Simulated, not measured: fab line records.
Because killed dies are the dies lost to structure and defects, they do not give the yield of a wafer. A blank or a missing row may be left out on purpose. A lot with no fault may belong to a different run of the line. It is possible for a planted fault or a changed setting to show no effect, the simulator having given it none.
A single fault, viewed from 2 desks -- flow n5 finfet -- only its own numbers are on each desk; what lay behind them is given at the end

## THE TOOL OWNER'S DESK: krf scanner-02
The tool's own readings at N5_WELL_APT_EXPOSE_22 (exposes mask PWELL, defocus 0 nm, target cd 200 nm): means of the sampled wafers that have a number, for each lot that ran on this tool. A lot is out of limits, marked OUT, if its mean lies more than 4 standard deviations from the usual mean; the brackets give that distance.
Columns: A = reticle temp C at N5_WELL_APT_EXPOSE_22, usual 23.00 C
lot,first seen here,A
L836,day 1 14:46,23.11
L839,day 2 08:38,23.01
L846,day 4 02:46,22.99
L847,day 4 08:40,23.10
Finding of this desk: none of the 4 lots has anything out of limits.

## METROLOGY DESK
Means of the sampled wafers that have a number, per lot and without regard to the tool the lot ran on: this is what the gauges read. A lot is out of limits, marked OUT, if its mean lies more than 4 standard deviations from the usual mean; the brackets give that distance. Shown are 7 of the 12 readings it has, namely the first that went out of limits plus those furthest out on some lot.
Columns: A = NWELL_OVL at N5_WELL_APT_OVL_MEAS_09, usual -1 nm; B = PWELL_OVL at N5_WELL_APT_OVL_MEAS_26, usual 0 nm; C = DIBL_P at N5_BEOL_M4_RC_MEAS_101, usual 36.5 mV/V; D = IOFF_N at N5_BEOL_M4_RC_MEAS_101, usual 0.162 nA/um; E = IOFF_P at N5_BEOL_M4_RC_MEAS_101, usual 0.221 nA/um; F = ION_P at N5_BEOL_M4_RC_MEAS_101, usual 466 uA/um; G = SS_P at N5_BEOL_M4_RC_MEAS_101, usual 73.3 mV/dec
lot,first seen here,A,B,C,D,E,F,G
L836,day 1 13:43,-6,-10,35.2,0.157,0.210,462,73.3
L839,day 2 07:35,3,-2,33.6,0.135,0.209,464,72.4
L844,day 3 13:51,-13,3,35.9,0.150,0.203,462,73.1
L846,day 4 01:50,3,39 (+6.2) OUT,37.4,0.171,0.231,462,73.6
L847,day 4 07:44,4,38 (+6.1) OUT,36.0,0.174,0.194,457,73.4
L849,day 4 19:52,1,-1,37.0,0.163,0.235,468,73.0
L852,day 5 13:55,-2,-3,36.7,0.147,0.226,477,73.4
L855,day 6 07:50,-4,-12,37.9,0.201,0.278,475,73.5
L856,day 6 13:48,-8,5,35.7,0.153,0.202,464,73.4
Finding of this desk: L846, L847 out of limits, first seen on L846 at day 4 02:58 (PWELL_OVL at N5_WELL_APT_OVL_MEAS_26). L836, L839, L844, L849, L852, L855, L856: within limits.

## PUT TOGETHER
Metrology desk: alarm possible at day 4 02:58 on L846, L847.
The tool owner's desk saw nothing out of limits.
On record at the tool owner's desk: L846, L847, within its limits.
The lots listed all ran N5_WELL_APT_EXPOSE_22 on krf scanner-02.

## WHAT THE SIMULATOR HAD PUT IN
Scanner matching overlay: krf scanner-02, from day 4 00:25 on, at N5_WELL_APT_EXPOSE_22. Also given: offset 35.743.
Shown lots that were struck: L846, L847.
Per desk, hours elapsed from the start of the fault to the first reading out of limits: for the metrology desk, 3.
